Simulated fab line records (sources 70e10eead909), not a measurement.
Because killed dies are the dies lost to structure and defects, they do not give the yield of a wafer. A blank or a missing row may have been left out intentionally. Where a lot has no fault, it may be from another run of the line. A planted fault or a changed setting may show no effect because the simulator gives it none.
fab line records	flow nand_harc
record lots=14	wafers=42	last_day=34
route steps=1302 shown A_CONTACT@999
lots with no fault: from the same line, run without faults
start_h: hours from the record's first day to the start of the lot's first wafer shown	wait_h: time in hours since the lot's previous step	" identical to the entry in the row above	L1.1+2: several wafers, shown together as one row	- either no value or no given start	* or withheld: withheld	< > ~ a bound
route shown NAME@n: NAME is a module with steps in the file, n the number in the route of the first one	usual: mean/standard deviation of fault-free wafers	same: alike in all rows	chamber/n: place in a boat	sites: each site's reading	_std_site: the values' standard deviation	_edge_site: outer sites' mean less inner sites'	radius_mm: for every site, how far away it sits from the centre of the wafer	mask NAME#n: copy n	behind: the most recent tool/chamber to have shaped the wafer	hold: reason for holding the lot/hours on hold/outcome of the hold	device: names the non-switching transistor (n, p or np)	end of line: tests run on the same wafers once the route is complete	for a step that has no rows: nothing shown but its recipe	killed: dies lost to structure and defects at the first sort, not the wafer's yield	map: per-die view of a wafer (x killed, . not killed, _ where there is no die)
set.NAME: the setting as run; set.NAME@STEP: as run at that earlier step	model.NAME: the simulator's own value behind a step, which no gauge read
one table for each step of the route and one row for each wafer, over a sample of lots
services: a tool's chamber out of use, with start hour (start_h, from the record's first day; less than 0 if before it), hours out, and reason
## steps
# step NHARC_A_CONTACT_INSPECT_44
# usual raw_defect_count=72/37
lot.wafer	tool	chamber	start_h	wait_h	raw_defect_count
L490.1	defect_inspect-01	-	475.44	0.0	53
L490.2	"	-	"	"	66
L490.6	"	-	"	"	54
L491.3	defect_inspect-02	-	510.65	0.0	104
L491.4	"	-	"	"	110
L491.6	"	-	"	"	107
L493.2	defect_inspect-01	-	519.27	0.0	23
L493.3	"	-	"	"	18
L493.4	"	-	"	"	19
L495.4	defect_inspect-02	-	541.92	0.0	57
L495.5	"	-	"	"	63
L495.6	"	-	"	"	68
L496.1	defect_inspect-02	-	556.92	0.0	73
L496.2	"	-	"	"	80
L496.5	"	-	"	"	67
L498.3	defect_inspect-02	-	577.85	0.0	25
L498.5	"	-	"	"	29
L498.6	"	-	"	"	25
L503.1	defect_inspect-01	-	607.13	0.0	108
L503.5	"	-	"	"	73
L503.6	"	-	"	"	98
L506.2	defect_inspect-01	-	630.02	0.0	98
L506.3	"	-	"	"	119
L506.5	"	-	"	"	105
L504.2	defect_inspect-01	-	630.20	0.1	90
L504.3	"	-	"	"	70
L504.6	"	-	"	"	91
L509.1	defect_inspect-02	-	686.41	0.0	82
L509.3	"	-	"	"	69
L509.4	"	-	"	"	70
L510.2	defect_inspect-02	-	687.52	0.0	121
L510.5	"	-	"	"	115
L510.6	"	-	"	"	117
L512.3	defect_inspect-02	-	697.27	0.0	133
L512.4	"	-	"	"	112
L512.6	"	-	"	"	116
L511.1	defect_inspect-01	-	697.59	0.0	18
L511.2	"	-	"	"	8
L511.3	"	-	"	"	12
L513.2	defect_inspect-02	-	736.60	0.0	47
L513.3	"	-	"	"	47
L513.4	"	-	"	"	52
# step NHARC_A_CONTACT_DESCUM_47
# recipe time_s=3	o2_flow_sccm=200	ar_flow_sccm=0	bias_power_w=0	chemistry=O2
# usual drypump_motor_current_A=5.73/0.3	oes_product_au=0.999/0.011	rf_vpp_V=57.7/0.91	showerhead_plenum_p_Torr=1.88/0.11	throttle_valve_pct=11.311/0.0079
lot.wafer	tool	chamber	start_h	wait_h	drypump_motor_current_A	oes_product_au	rf_hours_counter_h	rf_vpp_V	showerhead_plenum_p_Torr	throttle_valve_pct
L490.2	rie_diel-11	2	475.52	0.1	6.07	0.998	10	58.1	2.07	11.311
L490.1	"	3	"	"	5.67	0.990	10	57.4	1.88	11.295
L490.6	"	1	"	"	5.47	1.014	-	57.6	1.80	11.318
L491.4	rie_diel-11	1	510.72	0.1	5.47	1.016	24	57.5	1.80	11.324
L491.3	"	2	"	"	6.05	0.998	22	58.3	2.07	11.308
L491.6	"	0	"	"	5.93	0.988	-	57.3	1.79	11.315
L493.4	rie_diel-11	3	519.34	0.1	5.66	0.993	26	57.0	1.87	11.301
L493.3	"	0	"	"	5.95	0.992	29	57.0	1.79	11.295
L493.2	"	1	"	"	5.46	1.009	28	58.1	1.79	11.314
L495.4	rie_diel-07	3	541.99	0.1	5.75	1.014	7	58.3	2.07	11.313
L495.6	"	2	"	"	5.09	0.995	-	57.8	1.84	11.315
L495.5	"	3	"	"	5.75	1.001	-	59.2	2.07	11.317
L496.2	rie_diel-05	2	557.00	0.1	6.02	0.988	42	59.0	1.94	11.313
L496.1	"	3	"	"	5.99	1.010	42	59.3	1.92	11.315
L496.5	"	0	"	"	5.56	0.996	-	55.3	1.79	11.308
L498.3	rie_diel-07	3	577.93	0.1	5.76	1.003	12	58.2	2.07	11.309
L498.5	"	1	"	"	5.87	0.998	-	57.5	1.78	11.302
L498.6	"	2	"	"	5.08	1.000	-	57.2	1.84	11.314
L503.1	rie_diel-05	2	607.19	0.1	6.09	0.999	4	58.4	1.94	11.290
L503.5	"	2	"	"	6.09	0.985	-	58.8	1.94	11.312
L503.6	"	3	"	"	6.06	1.012	-	57.9	1.92	11.310
L506.2	rie_diel-11	2	630.09	0.1	6.04	1.013	2	59.1	2.06	11.316
L506.3	"	3	"	"	5.69	0.994	4	57.9	1.86	11.317
L506.5	"	2	"	"	6.05	1.015	-	57.3	2.06	11.316
L504.3	rie_diel-05	3	630.26	0.1	6.03	0.996	11	58.0	1.91	11.322
L504.2	"	2	"	"	6.07	0.992	11	58.3	1.94	11.306
L504.6	"	3	"	"	6.07	0.995	-	57.0	1.91	11.314
L509.4	rie_diel-07	1	686.47	0.1	5.91	1.014	3	58.5	1.78	11.300
L509.3	"	2	"	"	5.09	1.013	3	58.6	1.84	11.323
L509.1	"	0	"	"	5.73	1.006	3	57.7	2.01	11.314
L510.2	rie_diel-05	0	687.59	0.1	5.57	0.984	35	57.1	1.78	11.306
L510.6	"	3	"	"	6.02	1.007	-	57.2	1.91	11.301
L510.5	"	0	"	"	5.56	0.988	-	57.2	1.78	11.317
L512.4	rie_diel-11	0	697.33	0.1	5.95	0.992	30	58.1	1.77	11.317
L512.3	"	1	"	"	5.47	1.005	28	58.0	1.78	11.308
L512.6	"	1	"	"	5.46	0.992	-	57.6	1.77	11.314
L511.1	rie_diel-07	1	697.65	0.1	5.87	1.015	5	57.8	1.78	11.317
L511.3	"	3	"	"	5.77	1.008	5	60.6	2.07	11.309
L511.2	"	0	"	"	5.72	1.004	5	59.3	2.01	11.307
L513.4	rie_diel-07	1	736.66	0.1	5.88	1.017	11	57.4	1.78	11.316
L513.3	"	2	"	"	5.09	1.005	11	58.1	1.83	11.312
L513.2	"	0	"	"	5.72	1.002	10	57.0	2.01	11.302
# step NHARC_A_CONTACT_ETCH_116
# recipe source_w=withheld	pressure_mtorr=20	bias_v=3000	time_s=190	target_depth_a=18500	ar_flow_sccm=withheld	c4f8_flow_sccm=withheld	o2_flow_sccm=withheld	chemistry=C4F8/O2/Ar
# usual chamber_pressure_mTorr=19.999/0.017	oes_air_line_au=1.001/0.022
lot.wafer	tool	chamber	start_h	wait_h	chamber_pressure_mTorr	oes_air_line_au	rf_hours_counter_h
L490.1	har_cap_etch-03	0	478.22	0.1	19.992	1.007	37
L490.2	"	1	"	"	19.978	0.988	37
L490.6	"	0	"	"	20.006	1.013	-
L491.4	har_cap_etch-02	1	513.47	0.1	20.002	0.981	-
L491.3	"	0	"	"	20.015	1.037	-
L491.6	"	0	"	"	19.990	1.022	-
L493.2	har_cap_etch-01	1	522.48	0.1	20.005	0.993	1
L493.4	"	1	"	"	19.999	1.024	-
L493.3	"	0	"	"	20.016	0.985	-
L495.4	har_cap_etch-01	1	544.73	0.1	20.028	0.987	-
L495.5	"	1	"	"	20.009	0.975	-
L495.6	"	0	"	"	19.964	1.043	-
L496.2	har_cap_etch-01	1	559.69	0.1	19.991	1.028	9
L496.1	"	0	"	"	19.981	0.990	9
L496.5	"	1	"	"	20.031	1.018	-
L498.3	har_cap_etch-03	0	581.03	0.1	19.983	1.005	-
L498.6	"	0	"	"	19.997	1.009	-
L498.5	"	1	"	"	19.991	1.010	-
L503.1	har_cap_etch-03	0	609.92	0.1	20.031	1.012	58
L503.5	"	1	"	"	20.006	1.042	-
L503.6	"	0	"	"	19.992	0.998	-
L504.2	har_cap_etch-03	1	633.07	0.1	-	-	-
L504.3	"	1	"	"	-	-	-
L504.6	"	1	"	"	-	-	-
L506.2	har_cap_etch-02	1	633.12	0.2	-	-	-
L506.3	"	0	"	"	-	-	-
L506.5	"	0	"	"	-	-	-
L509.1	har_cap_etch-01	0	689.18	0.1	19.970	0.990	34
L509.4	"	0	"	"	20.007	1.008	-
L509.3	"	1	"	"	20.003	0.982	-
L510.2	har_cap_etch-03	0	690.29	0.1	19.992	0.982	74
L510.5	"	0	"	"	20.018	0.999	-
L510.6	"	1	"	"	20.009	1.005	-
L512.4	har_cap_etch-01	1	700.12	0.1	20.002	1.028	-
L512.3	"	0	"	"	19.967	1.003	-
L512.6	"	0	"	"	19.982	1.003	-
L511.2	har_cap_etch-03	1	700.39	0.1	19.987	1.004	77
L511.1	"	0	"	"	20.003	0.983	77
L511.3	"	0	"	"	19.979	0.973	-
L513.2	har_cap_etch-03	0	739.36	0.1	20.007	1.021	82
L513.4	"	0	"	"	20.002	1.026	-
L513.3	"	1	"	"	19.968	1.016	-
# step NHARC_A_CONTACT_ETCH_119
# recipe source_w=withheld	pressure_mtorr=20	bias_v=3000	time_s=190	target_depth_a=18500	ar_flow_sccm=withheld	c4f8_flow_sccm=withheld	o2_flow_sccm=withheld	chemistry=C4F8/O2/Ar
# usual chamber_pressure_mTorr=19.998/0.019	oes_air_line_au=1.000/0.022
lot.wafer	tool	chamber	start_h	wait_h	chamber_pressure_mTorr	oes_air_line_au	rf_hours_counter_h
L490.1	har_cap_etch-03	0	478.74	0.1	19.992	1.010	37
L490.2	"	1	"	"	20.031	0.969	37
L490.6	"	0	"	"	20.026	1.007	-
L491.4	har_cap_etch-02	1	513.98	0.1	20.002	0.999	-
L491.3	"	0	"	"	19.995	1.039	-
L491.6	"	0	"	"	20.000	1.017	-
L493.2	har_cap_etch-01	1	522.99	0.1	20.028	0.992	1
L493.4	"	1	"	"	20.019	0.976	-
L493.3	"	0	"	"	20.001	1.012	-
L495.4	har_cap_etch-01	1	545.24	0.1	19.996	0.987	-
L495.5	"	1	"	"	20.026	0.987	-
L495.6	"	0	"	"	20.041	1.013	-
L496.2	har_cap_etch-01	1	560.20	0.1	20.002	1.032	9
L496.1	"	0	"	"	19.994	0.950	9
L496.5	"	1	"	"	19.976	1.013	-
L498.3	har_cap_etch-03	0	581.54	0.1	20.025	1.034	-
L498.6	"	0	"	"	19.969	1.031	-
L498.5	"	1	"	"	20.008	0.994	-
L503.1	har_cap_etch-03	0	610.43	0.1	19.956	1.005	58
L503.5	"	1	"	"	19.989	1.039	-
L503.6	"	0	"	"	19.985	1.005	-
L504.2	har_cap_etch-03	1	633.57	0.1	20.003	1.023	64
L504.3	"	1	"	"	19.991	0.990	-
L504.6	"	1	"	"	20.004	0.975	-
L506.2	har_cap_etch-02	1	633.76	0.1	20.017	1.011	109
L506.3	"	0	"	"	20.001	1.014	-
L506.5	"	0	"	"	19.985	0.997	-
L509.1	har_cap_etch-01	0	689.69	0.1	19.995	0.982	35
L509.4	"	0	"	"	19.978	0.987	-
L509.3	"	1	"	"	19.990	0.972	-
L510.2	har_cap_etch-03	0	690.81	0.1	19.990	1.005	75
L510.5	"	0	"	"	19.987	1.038	-
L510.6	"	1	"	"	19.979	0.964	-
L512.4	har_cap_etch-01	1	700.63	0.1	20.001	0.972	-
L512.3	"	0	"	"	20.051	0.988	-
L512.6	"	0	"	"	20.035	1.012	-
L511.2	har_cap_etch-03	1	700.90	0.1	19.972	1.001	77
L511.1	"	0	"	"	19.974	1.004	77
L511.3	"	0	"	"	19.985	1.013	-
L513.2	har_cap_etch-03	0	739.87	0.1	20.014	0.989	82
L513.4	"	0	"	"	20.039	0.993	-
L513.3	"	1	"	"	19.981	0.996	-
## services
tool	chamber	start_h	hours	kind
har_cap_etch-02	-	461.60	1.2	repair
rie_diel-07	3	463.86	-	consumable_replace:focus_ring
rie_diel-07	3	463.86	9.0	scheduled_down
rie_diel-07	3	463.86	9.0	vent_cycle
rie_diel-07	-	471.75	9.0	pm
rie_diel-07	2	495.33	10.2	repair
har_cap_etch-01	-	497.00	17.0	pm
har_cap_etch-01	0	497.00	17.0	vent_cycle
har_cap_etch-01	1	497.00	17.0	vent_cycle
rie_diel-07	3	507.09	1.3	repair
har_cap_etch-01	0	514.00	-	clean
har_cap_etch-01	1	514.00	-	clean
rie_diel-05	2	514.91	3.0	repair
rie_diel-07	2	518.93	7.4	repair
rie_diel-07	2	544.02	7.6	repair
rie_diel-05	0	554.66	1.3	repair
rie_diel-11	-	555.10	0.7	repair
rie_diel-05	-	583.74	9.0	pm
rie_diel-11	2	584.07	7.0	repair
rie_diel-11	2	603.70	5.3	repair
rie_diel-11	-	612.82	9.0	pm
rie_diel-07	-	648.75	9.0	pm
rie_diel-05	2	653.44	5.8	repair
rie_diel-11	3	705.08	4.3	repair
## key
first_sign step=NHARC_A_CONTACT_ETCH_116	reading=tool_record	direction=missing
effect none on later readings
met_at NHARC_A_CONTACT_ETCH_116
struck_lots L504,L506
later_rows_left_out L504.2,L504.3,L504.6,L506.2,L506.3,L506.5
sort_left_out L504.2,L504.3,L504.6,L506.2,L506.3,L506.5
tester_left_out L504,L506
not_acting_at NHARC_A_CONTACT_INSPECT_44,NHARC_A_CONTACT_DESCUM_47,NHARC_A_CONTACT_ETCH_119
onset_between 609.92 633.07
fault kind=skipped_step_whole	tool=har_cap_etch-02,har_cap_etch-03	chamber=-	onset_h=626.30	steps=NHARC_A_CONTACT_ETCH_116	scope=struck_lots_only
# tester_left_out: of these lots the tester's yield and bins aren't shown, on N5 and GAA mostly nor the transistor test; their killed dies are dies lost to structure and defects alone, not to doping, threshold or leakage, so they don't give the yield
# sort_left_out: the simulated sort isn't trusted on such a fault, so these wafers' sort isn't shown, and their yield isn't known
# later_rows_left_out: the simulator's readings of these wafers behind a module that went badly wrong aren't trusted and aren't shown, but for the sort
